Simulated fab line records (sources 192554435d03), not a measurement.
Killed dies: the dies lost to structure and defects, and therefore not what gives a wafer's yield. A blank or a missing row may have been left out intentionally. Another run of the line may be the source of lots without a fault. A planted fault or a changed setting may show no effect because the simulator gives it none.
fab line records	flow n5Finfet
record: lots: 24	wafers: 72	lastDay: 18
route steps=1938 shown HKMG_FIN@419 GATE_CUT@465
lots with no fault: from the same line, run without faults
startH: the number of hours between the record's first day and the start of the first shown wafer of the lot	waitH: how many hours have passed since the lot's step before this one	" same as the row above	L1.1+2: a single row standing in for several wafers	- value missing, or start not given	* or withheld: withheld	< > ~ a bound
route shown NAME@n: names a module that has steps shown in the file, with the first one's number in the route	usual: the fault-free wafers' mean and standard deviation	same: alike in all rows	chamber/n: place in a boat	sites: the reading at each site	_std_site: how widely they spread, as a standard deviation	_edge_site: outer sites' mean less inner sites'	radiusMm: for every site, how far away it sits from the centre of the wafer	mask NAME#n: copy n	behind: the most recent tool/chamber to have shaped the wafer	hold: cause of the lot's hold/its duration in hours/its outcome	device: the transistor (n, p or np) that didn't switch	end of line: tests of these same wafers at the route's end	where a step has no rows: the recipe by itself	killed: dies lost to structure and defects at the first sort, not the wafer's yield	map: the dies of a wafer, with x for killed, . for not killed, _ for no die there
set.NAME: the run value of the setting; set.NAME@STEP: its run value at that earlier step	model.NAME: the simulator's own value behind a step, which no gauge read
the route's steps for a sample of lots (tables are steps, rows are wafers)
services: when a tool's chamber went out of use (startH, in hours from the record's first day, below 0 if earlier), for how many hours, and the reason
== steps ==
step: N5_HKMG_FIN_ALD_36
recipe: material: TiN	targetThkA: 10	tempC: 400	aldPrecursorFamily: TiCl4	aldCoReactant: NH3	pulseTimeS: 1	purgeTimeS: 3	coReactantPurgeTimeS: 2	coReactantPulseTimeS: 2	aldCycles: 47	pressureTorr: 3
usual: heaterPowerW: 857/76	precursorPulseHeightRel: 0.998/0.021
lot.wafer	tool	chamber	startH	waitH	heaterPowerW	precursorPulseHeightRel
L074.2	aldMetal-03	3	77.10	0.0	824	1.034
L074.3	"	0	"	"	876	0.991
L074.6	"	3	"	"	826	1.009
L075.2	aldMetal-03	1	84.23	0.0	1074	0.975
L075.5	"	2	"	"	738	1.006
L075.6	"	3	"	"	840	1.013
L076.1	aldMetal-02	1	88.37	0.0	794	1.021
L076.4	"	3	"	"	811	0.975
L076.6	"	3	"	"	847	0.988
L077.2	aldMetal-02	3	96.04	0.0	807	1.051
L077.5	"	3	"	"	841	0.968
L077.6	"	0	"	"	834	1.036
L078.1	aldMetal-01	1	102.36	0.0	894	1.019
L078.3	"	3	"	"	958	0.985
L078.5	"	0	"	"	784	0.969
L079.1	aldMetal-02	2	108.03	0.0	890	0.989
L079.2	"	1	"	"	793	0.992
L079.4	"	3	"	"	831	1.027
L080.1	aldMetal-01	2	111.20	0.0	837	1.011
L080.3	"	3	"	"	960	1.055
L080.4	"	0	"	"	784	1.010
L081.1	aldMetal-01	0	121.86	0.0	790	0.963
L081.3	"	1	"	"	902	1.023
L081.5	"	2	"	"	828	0.985
L082.2	aldMetal-01	3	124.56	0.0	954	1.027
L082.4	"	0	"	"	777	1.001
L082.6	"	0	"	"	774	0.972
L083.1	aldMetal-03	1	129.58	0.0	1027	0.984
L083.5	"	2	"	"	739	0.976
L083.6	"	1	"	"	1023	0.982
L084.3	aldMetal-01	1	136.18	0.0	908	1.016
L084.4	"	0	"	"	756	1.035
L084.5	"	0	"	"	762	1.013
L085.1	aldMetal-03	3	138.95	0.0	825	1.023
L085.4	"	1	"	"	1032	0.988
L085.5	"	3	"	"	806	1.000
L086.1	aldMetal-02	3	152.68	0.0	842	1.010
L086.2	"	2	"	"	922	0.981
L086.5	"	1	"	"	801	1.004
L087.3	aldMetal-03	0	154.15	0.2	880	1.000
L087.4	"	3	"	"	797	0.969
L087.6	"	3	"	"	807	1.026
L088.2	aldMetal-03	3	160.31	0.0	839	0.988
L088.3	"	0	"	"	856	1.019
L088.5	"	0	"	"	892	1.004
L089.1	aldMetal-01	2	169.48	0.0	822	1.012
L089.2	"	1	"	"	915	1.008
L089.4	"	0	"	"	768	0.994
L090.3	aldMetal-02	1	172.04	0.0	809	1.003
L090.4	"	2	"	"	914	1.035
L090.6	"	2	"	"	933	1.005
L091.1	aldMetal-02	1	179.71	0.0	797	1.019
L091.3	"	2	"	"	916	0.983
L091.4	"	0	"	"	850	1.016
L092.2	aldMetal-03	2	181.93	0.0	734	0.962
L092.4	"	0	"	"	873	1.012
L092.6	"	3	"	"	800	1.041
L093.2	aldMetal-01	1	188.21	0.0	909	0.977
L093.5	"	2	"	"	830	0.985
L093.6	"	1	"	"	897	0.972
L094.1	aldMetal-01	3	194.97	0.0	977	1.032
L094.4	"	0	"	"	779	0.987
L094.6	"	2	"	"	837	0.990
L095.1	aldMetal-03	3	200.09	0.0	802	0.963
L095.3	"	0	"	"	879	0.984
L095.4	"	1	"	"	1037	0.981
L096.2	aldMetal-01	0	207.81	0.0	776	0.974
L096.3	"	1	"	"	898	1.016
L096.4	"	3	"	"	955	1.015
L097.1	aldMetal-01	3	211.12	0.0	973	0.991
L097.2	"	0	"	"	788	0.953
L097.6	"	0	"	"	767	0.999
step: N5_HKMG_FIN_THK_MEAS_70
recipe: thkMeasGauge: xrf	reads: HfO2_of_HKMG_FIN_HK_ALD_01
usual: HK_THK: 1.615/0.02
lot.wafer	tool	chamber	startH	waitH	HK_THK[nm]
L074.2	filmMetro-02	-	77.38	0.2	1.605
L074.3	"	-	"	"	1.628
L074.6	"	-	"	"	1.603
L075.2	filmMetro-02	-	84.51	0.2	1.650
L075.5	"	-	"	"	1.620
L075.6	"	-	"	"	1.626
L076.1	filmMetro-01	-	88.65	0.2	1.610
L076.4	"	-	"	"	1.624
L076.6	"	-	"	"	1.622
L077.2	filmMetro-02	-	96.32	0.2	1.605
L077.5	"	-	"	"	1.607
L077.6	"	-	"	"	1.625
L078.1	filmMetro-01	-	102.64	0.2	1.632
L078.3	"	-	"	"	1.625
L078.5	"	-	"	"	1.612
L079.1	filmMetro-01	-	108.31	0.2	1.624
L079.2	"	-	"	"	1.620
L079.4	"	-	"	"	1.621
L080.1	filmMetro-01	-	111.48	0.2	1.623
L080.3	"	-	"	"	1.634
L080.4	"	-	"	"	1.629
L081.1	filmMetro-02	-	122.14	0.2	1.615
L081.3	"	-	"	"	1.602
L081.5	"	-	"	"	1.627
L082.2	filmMetro-02	-	124.84	0.2	1.634
L082.4	"	-	"	"	1.584
L082.6	"	-	"	"	1.641
L083.1	filmMetro-01	-	129.86	0.2	1.592
L083.5	"	-	"	"	1.620
L083.6	"	-	"	"	1.611
L084.3	filmMetro-01	-	136.46	0.2	1.624
L084.4	"	-	"	"	1.628
L084.5	"	-	"	"	1.614
L085.1	filmMetro-01	-	139.23	0.2	1.625
L085.4	"	-	"	"	1.629
L085.5	"	-	"	"	1.612
L086.1	filmMetro-01	-	152.96	0.2	1.611
L086.2	"	-	"	"	1.614
L086.5	"	-	"	"	1.595
L087.3	filmMetro-01	-	154.44	0.2	1.625
L087.4	"	-	"	"	1.639
L087.6	"	-	"	"	1.625
L088.2	filmMetro-01	-	160.60	0.2	1.637
L088.3	"	-	"	"	1.629
L088.5	"	-	"	"	1.617
L089.1	filmMetro-02	-	169.76	0.2	1.572
L089.2	"	-	"	"	1.568
L089.4	"	-	"	"	1.600
L090.3	filmMetro-02	-	172.33	0.2	1.606
L090.4	"	-	"	"	1.603
L090.6	"	-	"	"	1.579
L091.1	filmMetro-01	-	179.99	0.2	1.625
L091.3	"	-	"	"	1.624
L091.4	"	-	"	"	1.615
L092.2	filmMetro-01	-	182.21	0.2	1.618
L092.4	"	-	"	"	1.606
L092.6	"	-	"	"	1.614
L093.2	filmMetro-02	-	188.49	0.2	1.589
L093.5	"	-	"	"	1.587
L093.6	"	-	"	"	1.566
L094.1	filmMetro-01	-	195.25	0.2	1.624
L094.4	"	-	"	"	1.614
L094.6	"	-	"	"	1.637
L095.1	filmMetro-02	-	200.37	0.2	1.601
L095.3	"	-	"	"	1.581
L095.4	"	-	"	"	1.574
L096.2	filmMetro-02	-	208.09	0.2	1.592
L096.3	"	-	"	"	1.575
L096.4	"	-	"	"	1.641
L097.1	filmMetro-02	-	211.40	0.2	1.625
L097.2	"	-	"	"	1.646
L097.6	"	-	"	"	1.622
step: N5_HKMG_FIN_ETCH_67
recipe: chemistry: N2/H2	target: SOC	targetDepthA: 3889	stopOn: TiN	ionEnergyEv: 100	biasW: 61	pressureMtorr: 30	sourceW: 850	n2FlowSccm: 200	h2FlowSccm: 200
usual: drypumpMotorCurrentA: 5.8/0.43	n2FlowSccm: 200.0/0.55	oesProductAu: 0.81/0.099	rfVppV: 241.2/1.1	showerheadPlenumPTorr: 2.58/0.07	throttleValvePct: 17.87/0.29
lot.wafer	tool	chamber	startH	waitH	drypumpMotorCurrentA	n2FlowSccm	oesProductAu	rfHoursCounterH	rfVppV	showerheadPlenumPTorr	throttleValvePct
L074.2	rieDiel-06	1	81.07	-	6.1	199.5	1.00	0	242.0	2.72	17.45
L074.3	"	0	"	"	5.1	200.3	0.81	102	242.3	2.68	17.91
L074.6	"	1	"	"	6.1	200.3	0.99	-	242.8	2.72	17.45
L075.2	rieDiel-03	3	87.74	-	5.7	200.6	0.72	226	240.9	2.51	17.85
L075.5	"	1	"	"	6.0	199.9	0.96	-	240.5	2.50	17.70
L075.6	"	2	"	"	5.4	199.7	0.67	-	242.7	2.61	18.25
L076.1	rieDiel-01	3	91.94	-	5.5	201.4	0.72	192	241.3	2.53	18.05
L076.4	"	0	"	"	6.7	199.9	0.71	223	241.0	2.63	18.04
L076.6	"	2	"	"	5.3	198.9	0.71	-	240.3	2.52	18.00
L077.2	rieDiel-03	0	99.81	-	5.9	200.5	0.67	250	242.4	2.60	18.29
L077.5	"	3	"	"	5.7	200.2	0.72	-	239.2	2.50	17.86
L077.6	"	0	"	"	5.8	200.9	0.67	-	241.5	2.60	18.29
L078.1	rieDiel-06	3	106.00	-	5.7	200.0	0.77	151	241.3	2.55	18.28
L078.3	"	1	"	"	6.0	199.8	0.94	9	242.6	2.72	17.48
L078.5	"	3	"	"	5.7	200.1	0.77	-	240.9	2.55	18.28
L079.1	rieDiel-06	1	111.68	-	6.1	199.6	0.93	11	243.6	2.72	17.49
L079.2	"	3	"	"	5.7	200.3	0.77	154	241.0	2.55	18.28
L079.4	"	0	"	"	5.2	200.0	0.80	112	242.1	2.67	17.91
L080.1	rieDiel-01	0	115.16	-	6.7	200.6	0.69	232	240.4	2.63	18.07
L080.3	"	2	"	"	5.3	200.0	0.71	214	242.4	2.52	18.04
L080.4	"	1	"	"	6.4	199.4	0.88	45	242.1	2.58	17.31
L081.1	rieDiel-01	1	125.53	-	6.4	200.3	0.88	49	240.5	2.57	17.33
L081.3	"	2	"	"	5.3	199.6	0.71	218	239.6	2.52	18.04
L081.5	"	3	"	"	5.5	200.1	0.71	-	238.6	2.52	18.05
L082.2	rieDiel-06	3	128.75	-	5.7	200.6	0.76	160	240.9	2.55	18.28
L082.4	"	0	"	"	5.2	199.8	0.79	119	241.8	2.67	17.94
L082.6	"	1	"	"	6.0	200.7	0.91	-	243.7	2.71	17.49
L083.1	rieDiel-03	1	133.14	-	6.0	199.4	0.89	24	241.2	2.49	17.74
L083.5	"	2	"	"	5.4	199.6	0.92	-	242.0	2.61	17.80
L083.6	"	3	"	"	5.7	199.8	0.71	-	240.1	2.50	17.89
L084.3	rieDiel-06	2	139.86	-	5.6	199.6	0.68	235	242.8	2.62	18.22
L084.4	"	1	"	"	6.0	200.2	0.91	19	243.1	2.71	17.49
L084.5	"	3	"	"	5.7	201.1	0.75	-	239.8	2.54	18.31
L085.1	rieDiel-03	1	142.46	-	6.0	200.9	0.88	29	240.3	2.49	17.72
L085.4	"	1	"	"	6.0	200.0	0.88	-	240.0	2.49	17.75
L085.5	"	2	"	"	5.3	200.5	0.90	-	242.3	2.61	17.80
L086.1	rieDiel-01	1	156.56	-	6.4	199.6	0.87	60	242.0	2.57	17.33
L086.2	"	0	"	"	6.7	201.1	0.68	247	241.0	2.62	18.08
L086.5	"	2	"	"	5.3	199.7	0.71	-	240.6	2.51	18.07
L087.3	rieDiel-06	0	158.32	-	5.1	199.5	0.79	127	242.4	2.67	17.95
L087.4	"	2	"	"	5.5	199.1	0.69	-	240.6	2.62	18.25
L087.6	"	1	"	"	6.0	199.9	0.89	-	243.0	2.71	17.51
L088.2	rieDiel-01	3	164.09	-	5.5	200.4	0.70	216	239.9	2.52	18.07
L088.3	"	1	"	"	6.4	200.2	0.86	62	241.1	2.57	17.33
L088.5	"	1	"	"	6.4	200.8	0.86	-	241.0	2.57	17.35
L089.1	rieDiel-01	2	173.18	-	5.3	199.6	0.70	235	240.1	2.51	18.05
L089.2	"	3	"	"	5.4	199.6	0.70	220	241.2	2.51	18.07
L089.4	"	3	"	"	5.5	200.0	0.69	-	240.2	2.51	18.06
L090.3	rieDiel-03	0	175.67	-	5.9	199.4	0.91	15	242.4	2.59	17.86
L090.4	"	1	"	"	6.0	200.6	0.86	43	239.1	2.48	17.77
L090.6	"	3	"	"	5.7	200.0	0.96	-	240.9	2.49	17.50
L091.1	rieDiel-03	1	183.47	-	6.0	199.8	0.85	45	240.3	2.48	17.77
L091.3	"	3	"	"	5.7	200.2	0.95	8	239.7	2.49	17.49
L091.4	"	0	"	"	5.9	199.3	0.91	17	241.6	2.59	17.86
L092.2	rieDiel-03	3	185.67	-	5.7	199.3	0.95	8	240.0	2.49	17.47
L092.4	"	1	"	"	6.0	199.7	0.85	46	240.1	2.48	17.78
L092.6	"	0	"	"	5.8	198.9	0.90	-	239.9	2.59	17.87
L093.2	rieDiel-01	0	191.86	-	6.7	199.5	0.96	1	241.7	2.62	17.58
L093.5	"	3	"	"	5.4	199.3	0.69	-	241.5	2.51	18.10
L093.6	"	0	"	"	6.7	199.2	0.96	-	241.3	2.62	17.60
L094.1	rieDiel-06	3	198.67	-	5.7	200.4	0.74	186	240.2	2.53	18.35
L094.4	"	1	"	"	6.0	200.1	0.86	-	242.8	2.70	17.53
L094.6	"	3	"	"	5.7	199.1	0.74	-	240.6	2.53	18.36
L095.1	rieDiel-03	1	203.65	-	6.0	200.6	0.84	53	240.1	2.48	17.77
L095.3	"	0	"	"	5.9	199.7	0.88	25	241.5	2.59	17.86
L095.4	"	2	"	"	5.3	200.2	0.86	36	241.6	2.60	17.85
L096.2	rieDiel-06	2	211.44	-	5.6	199.4	0.99	2	240.7	2.61	17.74
L096.3	"	1	"	"	6.0	200.0	0.86	48	243.3	2.70	17.56
L096.4	"	0	"	"	5.1	199.8	0.76	150	243.7	2.66	17.98
L097.1	rieDiel-01	0	214.75	-	6.7	199.7	0.92	11	240.6	2.61	17.59
L097.2	"	1	"	"	6.4	199.4	0.84	83	240.8	2.56	17.35
L097.6	"	3	"	"	5.5	200.6	0.69	-	241.6	2.51	18.11
step: N5_GATE_CUT_ETCHBACK_00
recipe: chemistry: SF6/Cl2	target: W	pressureMtorr: 8	icpW: 900	biasW: 80	SF6_flow_sccm: 40	Cl2_flow_sccm: 60
usual: drypumpMotorCurrentA: 5.7/0.42	oesProductAu: 0.68/0.074	throttleValvePct: 27.67/0.17
lot.wafer	tool	chamber	startH	waitH	drypumpMotorCurrentA	oesProductAu	rfHoursCounterH	throttleValvePct
L074.2	rieMetal-02	0	83.10	0.0	5.1	0.82	25	27.44
L074.3	"	1	"	"	6.1	0.70	-	27.69
L074.6	"	0	"	"	5.1	0.82	-	27.45
L075.2	rieMetal-03	1	89.76	0.0	5.1	0.59	138	27.56
L075.5	"	1	"	"	5.1	0.58	-	27.59
L075.6	"	0	"	"	5.6	0.63	-	27.86
L076.1	rieMetal-03	1	93.98	0.0	5.1	0.58	139	27.59
L076.4	"	0	"	"	5.7	0.63	-	27.85
L076.6	"	1	"	"	5.1	0.59	-	27.59
L077.2	rieMetal-01	1	101.83	0.0	6.1	0.68	86	27.91
L077.5	"	0	"	"	5.6	0.61	-	27.58
L077.6	"	1	"	"	6.1	0.68	-	27.91
L078.1	rieMetal-03	1	108.02	0.0	5.1	0.59	140	27.58
L078.3	"	0	"	"	5.7	0.62	-	27.86
L078.5	"	0	"	"	5.7	0.62	-	27.86
L079.1	rieMetal-02	0	113.71	0.0	5.1	0.81	28	27.45
L079.2	"	1	"	"	6.1	0.69	76	27.70
L079.4	"	1	"	"	6.1	0.70	-	27.69
L080.1	rieMetal-02	1	117.31	0.0	6.1	0.69	76	27.70
L080.3	"	1	"	"	6.1	0.69	-	27.69
L080.4	"	0	"	"	5.1	0.81	-	27.45
L081.1	rieMetal-03	1	127.55	0.0	5.1	0.59	142	27.59
L081.3	"	0	"	"	5.7	0.63	-	27.87
L081.5	"	0	"	"	5.7	0.63	-	27.85
L082.2	rieMetal-01	0	130.77	0.0	5.7	0.61	118	27.60
L082.4	"	0	"	"	5.6	0.61	-	27.59
L082.6	"	0	"	"	5.7	0.61	-	27.57
L083.1	rieMetal-01	0	135.16	0.0	5.7	0.61	118	27.57
L083.5	"	0	"	"	5.7	0.61	-	27.57
L083.6	"	1	"	"	6.1	0.68	-	27.92
L084.3	rieMetal-01	0	141.92	0.1	5.7	0.61	-	27.58
L084.4	"	1	"	"	6.1	0.68	-	27.91
L084.5	"	0	"	"	5.7	0.61	-	27.58
L085.1	rieMetal-02	0	144.49	0.0	5.1	0.80	30	27.46
L085.4	"	0	"	"	5.1	0.81	-	27.46
L085.5	"	1	"	"	6.1	0.69	-	27.70
L086.1	rieMetal-02	1	158.62	0.0	6.0	0.68	80	27.69
L086.2	"	0	"	"	5.1	0.80	31	27.48
L086.5	"	0	"	"	5.1	0.80	-	27.46
L087.3	rieMetal-03	0	160.69	0.1	5.7	0.61	-	27.88
L087.4	"	0	"	"	5.7	0.62	-	27.86
L087.6	"	0	"	"	5.7	0.62	-	27.86
L088.2	rieMetal-01	1	166.12	0.0	6.1	0.67	92	27.92
L088.3	"	1	"	"	6.1	0.67	-	27.92
L088.5	"	0	"	"	5.7	0.60	-	27.58
L089.1	rieMetal-02	1	175.20	0.0	6.1	0.68	81	27.69
L089.2	"	0	"	"	5.1	0.80	33	27.48
L089.4	"	0	"	"	5.1	0.80	-	27.44
L090.3	rieMetal-01	1	177.74	0.1	6.1	0.67	-	27.92
L090.4	"	0	"	"	5.7	0.60	-	27.60
L090.6	"	0	"	"	5.6	0.61	-	27.58
L091.1	rieMetal-02	1	185.69	0.0	6.1	0.68	82	27.70
L091.3	"	0	"	"	5.1	0.80	-	27.45
L091.4	"	1	"	"	6.1	0.68	-	27.71
L092.2	rieMetal-01	0	187.69	0.0	5.6	0.60	124	27.59
L092.4	"	0	"	"	5.6	0.59	-	27.59
L092.6	"	0	"	"	5.6	0.60	-	27.60
L093.2	rieMetal-02	1	193.93	0.0	6.1	0.68	83	27.70
L093.5	"	0	"	"	5.1	0.79	-	27.46
L093.6	"	1	"	"	6.1	0.68	-	27.73
L094.1	rieMetal-01	1	200.85	0.0	6.1	0.66	96	27.94
L094.4	"	1	"	"	6.1	0.66	-	27.93
L094.6	"	1	"	"	6.1	0.66	-	27.94
L095.1	rieMetal-02	1	205.67	0.0	6.1	0.68	84	27.69
L095.3	"	1	"	"	6.0	0.68	-	27.71
L095.4	"	0	"	"	5.1	0.80	-	27.45
L096.2	rieMetal-02	0	213.53	0.0	5.1	0.78	37	27.48
L096.3	"	1	"	"	6.1	0.68	-	27.72
L096.4	"	0	"	"	5.1	0.78	-	27.46
L097.1	rieMetal-02	1	216.78	0.0	6.1	0.68	85	27.72
L097.2	"	0	"	"	5.1	0.79	37	27.47
L097.6	"	1	"	"	6.1	0.68	-	27.71
step: N5_GATE_CUT_CD_MEAS_13
recipe: targetCdNm: 20	landingEnergyEv: 500	detector: seInlens
usual: cdNm: 20.1/0.3
lot.wafer	tool	chamber	startH	waitH	cdNm
L074.2	cdSem-03	0	86.69	-	20.0
L074.3	"	0	"	"	20.0
L074.6	"	0	"	"	20.2
L075.2	cdSem-01	0	93.60	-	19.9
L075.5	"	0	"	"	20.4
L075.6	"	0	"	"	20.0
L076.1	cdSem-03	0	97.55	-	19.8
L076.4	"	0	"	"	20.3
L076.6	"	0	"	"	19.9
L077.2	cdSem-01	0	106.00	-	19.7
L077.5	"	0	"	"	20.2
L077.6	"	0	"	"	19.7
L078.1	cdSem-02	0	111.57	-	19.8
L078.3	"	0	"	"	20.0
L078.5	"	0	"	"	20.5
L079.1	cdSem-01	0	117.44	-	20.2
L079.2	"	0	"	"	20.1
L079.4	"	0	"	"	20.0
L080.1	cdSem-02	0	121.67	-	20.3
L080.3	"	0	"	"	19.9
L080.4	"	0	"	"	20.6
L081.1	cdSem-02	0	131.22	-	20.5
L081.3	"	0	"	"	20.6
L081.5	"	0	"	"	20.1
L082.2	cdSem-02	0	134.49	-	20.1
L082.4	"	0	"	"	19.8
L082.6	"	0	"	"	20.0
L083.1	cdSem-03	0	138.89	-	20.2
L083.5	"	0	"	"	20.3
L083.6	"	0	"	"	20.1
L084.3	cdSem-03	0	145.57	-	20.4
L084.4	"	0	"	"	19.7
L084.5	"	0	"	"	19.7
L085.1	cdSem-02	0	148.23	-	20.1
L085.4	"	0	"	"	20.3
L085.5	"	0	"	"	20.0
L086.1	cdSem-03	0	162.26	-	20.0
L086.2	"	0	"	"	19.7
L086.5	"	0	"	"	20.3
L087.3	cdSem-03	0	164.93	-	19.6
L087.4	"	0	"	"	19.6
L087.6	"	0	"	"	20.2
L088.2	cdSem-03	0	170.25	-	20.5
L088.3	"	0	"	"	19.6
L088.5	"	0	"	"	20.2
L089.1	cdSem-02	0	178.92	-	20.7
L089.2	"	0	"	"	20.6
L089.4	"	0	"	"	20.6
L090.3	cdSem-03	0	181.39	-	20.4
L090.4	"	0	"	"	19.7
L090.6	"	0	"	"	19.9
L091.1	cdSem-02	0	189.23	-	20.8
L091.3	"	0	"	"	20.3
L091.4	"	0	"	"	20.2
L092.2	cdSem-03	0	191.41	-	19.7
L092.4	"	0	"	"	20.1
L092.6	"	0	"	"	19.7
L093.2	cdSem-02	0	197.60	-	20.5
L093.5	"	0	"	"	20.0
L093.6	"	0	"	"	20.2
L094.1	cdSem-01	0	205.27	-	19.4
L094.4	"	0	"	"	19.8
L094.6	"	0	"	"	20.2
L095.1	cdSem-02	0	209.51	-	19.8
L095.3	"	0	"	"	20.2
L095.4	"	0	"	"	20.4
L096.2	cdSem-01	0	217.46	-	19.6
L096.3	"	0	"	"	19.5
L096.4	"	0	"	"	20.1
L097.1	cdSem-03	0	220.44	-	19.9
L097.2	"	0	"	"	19.9
L097.6	"	0	"	"	19.9
step: N5_GATE_CUT_DESCUM_18
recipe: chemistry: O2	timeS: 7	sourcePowerW: 50	biasPowerW: 20	pressureMtorr: 20	rfFrequencyHz: 2.712e+07	tempC: 40	resist: CAR-EUV	o2FlowSccm: 225
usual: drypumpMotorCurrentA: 5.8/0.54	o2FlowSccm: 224.9/0.67	oesProductAu: 0.76/0.094	rfVppV: 243.2/1.5	showerheadPlenumPTorr: 2.10/0.077	throttleValvePct: 20.42/0.17
same: timeS: 7
lot.wafer	tool	chamber	startH	waitH	drypumpMotorCurrentA	o2FlowSccm	oesProductAu	rfHoursCounterH	rfVppV	showerheadPlenumPTorr	throttleValvePct
L074.2	rieDiel-05	2	86.81	0.0	6.5	226.1	0.99	5	242.7	2.07	20.40
L074.3	"	0	"	"	5.5	225.3	0.73	183	244.0	2.16	20.30
L074.6	"	1	"	"	5.6	225.6	0.79	-	242.6	2.03	20.30
L075.2	rieDiel-05	1	93.72	0.0	5.6	225.4	0.80	112	242.9	2.03	20.30
L075.5	"	0	"	"	5.4	224.7	0.73	-	245.2	2.16	20.28
L075.6	"	3	"	"	6.4	226.5	0.83	-	242.7	2.03	20.27
L076.1	rieDiel-04	1	97.78	0.1	5.4	224.4	0.70	218	244.0	2.15	20.20
L076.4	"	2	"	"	5.7	223.9	0.71	210	244.7	2.17	20.42
L076.6	"	1	"	"	5.4	224.5	0.70	-	244.4	2.15	20.19
L077.2	rieDiel-02	2	106.12	0.0	6.7	224.9	0.87	46	243.3	2.12	20.63
L077.5	"	2	"	"	6.7	224.8	0.87	-	244.5	2.12	20.62
L077.6	"	1	"	"	6.2	224.3	0.71	-	242.3	2.05	20.62
L078.1	rieDiel-04	3	111.80	0.1	5.4	224.8	0.70	240	241.5	2.00	20.46
L078.3	"	2	"	"	5.7	225.2	0.70	214	244.8	2.17	20.44
L078.5	"	3	"	"	5.5	225.2	0.69	-	240.7	2.00	20.45
L079.1	rieDiel-04	1	117.57	0.0	5.4	225.1	0.69	224	243.3	2.14	20.21
L079.2	"	0	"	"	5.4	225.5	0.67	227	245.2	2.14	20.81
L079.4	"	3	"	"	5.5	225.6	0.68	243	241.5	2.00	20.46
L080.1	rieDiel-02	2	121.79	0.0	6.7	223.6	0.87	50	244.4	2.12	20.63
L080.3	"	1	"	"	6.2	224.8	0.71	238	242.2	2.05	20.60
L080.4	"	3	"	"	6.5	224.1	0.79	133	242.5	2.09	20.44
L081.1	rieDiel-02	2	131.35	0.0	6.7	224.4	0.86	52	242.5	2.12	20.62
L081.3	"	0	"	"	5.0	225.1	0.70	236	242.0	1.97	20.46
L081.5	"	1	"	"	6.2	225.1	0.70	-	242.4	2.05	20.61
L082.2	rieDiel-04	2	134.61	0.0	5.7	224.9	0.70	222	243.6	2.16	20.45
L082.4	"	3	"	"	5.5	224.8	0.68	249	240.1	1.99	20.48
L082.6	"	3	"	"	5.5	224.3	0.69	-	241.2	1.99	20.47
L083.1	rieDiel-05	0	139.01	0.0	5.4	225.3	0.72	199	245.0	2.16	20.31
L083.5	"	0	"	"	5.5	224.8	0.72	-	244.9	2.16	20.32
L083.6	"	3	"	"	6.4	223.4	0.82	-	242.5	2.03	20.30
L084.3	rieDiel-05	2	145.69	0.0	6.4	225.6	0.93	22	241.4	2.07	20.41
L084.4	"	3	"	"	6.3	224.5	0.79	85	241.7	2.03	20.30
L084.5	"	0	"	"	5.5	224.7	0.71	-	244.4	2.15	20.31
L085.1	rieDiel-04	1	148.41	0.1	5.4	223.7	0.68	234	244.5	2.14	20.19
L085.4	"	2	"	"	5.7	224.3	0.69	-	243.5	2.16	20.45
L085.5	"	1	"	"	5.4	224.7	0.68	-	243.4	2.14	20.23
L086.1	rieDiel-02	0	162.45	0.1	5.0	225.3	0.70	247	241.3	1.96	20.49
L086.2	"	2	"	"	6.7	225.5	0.85	63	243.3	2.11	20.63
L086.5	"	3	"	"	6.5	225.5	0.78	-	243.5	2.09	20.46
L087.3	rieDiel-02	0	165.05	0.0	5.1	224.6	0.69	248	241.5	1.96	20.48
L087.4	"	2	"	"	6.7	225.0	0.84	-	243.6	2.11	20.64
L087.6	"	3	"	"	6.5	224.0	0.78	-	241.9	2.09	20.44
L088.2	rieDiel-02	0	170.37	0.0	5.0	225.2	0.69	250	241.6	1.96	20.48
L088.3	"	3	"	"	6.4	223.7	0.78	149	243.2	2.09	20.43
L088.5	"	0	"	"	5.0	225.0	0.69	-	241.2	1.96	20.47
L089.1	rieDiel-04	1	179.05	0.0	5.4	225.0	0.68	242	243.8	2.14	20.23
L089.2	"	2	"	"	5.7	224.1	0.69	237	244.6	2.16	20.47
L089.4	"	0	"	"	5.4	225.7	0.66	248	242.6	2.14	20.84
L090.3	rieDiel-05	0	181.51	0.0	5.5	225.6	0.72	209	243.3	2.15	20.33
L090.4	"	2	"	"	6.4	225.8	0.92	34	243.5	2.06	20.43
L090.6	"	2	"	"	6.5	225.0	0.92	-	241.7	2.06	20.41
L091.1	rieDiel-02	2	189.36	0.0	6.7	225.8	0.83	74	242.6	2.11	20.65
L091.3	"	0	"	"	5.1	224.5	0.69	257	239.5	1.96	20.50
L091.4	"	3	"	"	6.4	224.4	0.78	-	242.6	2.08	20.49
L092.2	rieDiel-04	2	191.53	0.0	5.7	224.7	0.68	241	243.7	2.16	20.46
L092.4	"	3	"	"	5.4	225.7	0.95	-	246.7	2.26	20.17
L092.6	"	2	"	"	5.7	225.4	0.68	-	245.2	2.16	20.48
L093.2	rieDiel-04	2	197.72	0.0	5.7	225.7	0.69	244	244.2	2.16	20.47
L093.5	"	1	"	"	5.4	225.5	0.68	-	244.9	2.13	20.25
L093.6	"	3	"	"	5.5	224.1	0.93	-	245.7	2.25	20.15
L094.1	rieDiel-04	2	205.40	0.0	5.7	224.8	0.68	247	245.2	2.15	20.48
L094.4	"	3	"	"	5.4	224.9	0.92	-	245.6	2.25	20.19
L094.6	"	2	"	"	5.7	224.4	0.68	-	245.4	2.15	20.48
L095.1	rieDiel-04	2	209.63	0.0	5.7	225.8	0.69	249	242.6	2.15	20.49
L095.3	"	1	"	"	5.3	226.1	0.68	254	244.6	2.13	20.26
L095.4	"	2	"	"	5.7	224.7	0.69	-	242.5	2.15	20.49
L096.2	rieDiel-02	0	217.58	0.0	5.0	224.2	1.02	3	244.6	2.22	20.07
L096.3	"	1	"	"	6.2	224.9	0.93	10	244.2	2.04	20.25
L096.4	"	3	"	"	6.5	224.7	0.77	166	242.5	2.08	20.49
L097.1	rieDiel-05	2	220.57	0.0	6.5	225.7	0.88	46	242.2	2.06	20.45
L097.2	"	3	"	"	6.4	223.8	0.79	110	242.0	2.02	20.34
L097.6	"	3	"	"	6.4	224.5	0.78	-	241.6	2.02	20.35
== services ==
tool	chamber	startH	hours	kind
rieDiel-05	1	55.66	1.7	repair
aldMetal-02	-	62.43	1.0	repair
aldMetal-01	-	71.66	0.6	repair
rieDiel-05	-	77.98	2.8	pm
rieDiel-06	2	78.60	4.3	repair
rieDiel-01	3	80.46	4.2	repair
rieDiel-02	2	84.27	3.8	repair
rieMetal-01	1	91.01	5.0	repair
rieDiel-03	2	91.31	7.1	repair
aldMetal-02	-	100.39	4.3	pm
rieDiel-03	-	111.30	2.4	repair
rieDiel-06	1	132.23	6.0	repair
rieDiel-06	0	133.63	5.5	repair
rieMetal-02	1	136.47	5.3	repair
rieDiel-06	-	139.31	0.5	repair
rieDiel-04	1	142.41	4.1	repair
rieMetal-03	-	146.71	0.8	repair
aldMetal-03	1	149.61	10.4	repair
rieDiel-05	0	149.93	9.9	repair
aldMetal-03	2	151.85	23.3	repair
rieDiel-06	3	155.87	5.8	repair
aldMetal-01	-	164.03	1.2	pm
aldMetal-03	1	176.30	19.3	repair
rieMetal-01	1	217.82	15.9	repair
== key ==
fault none
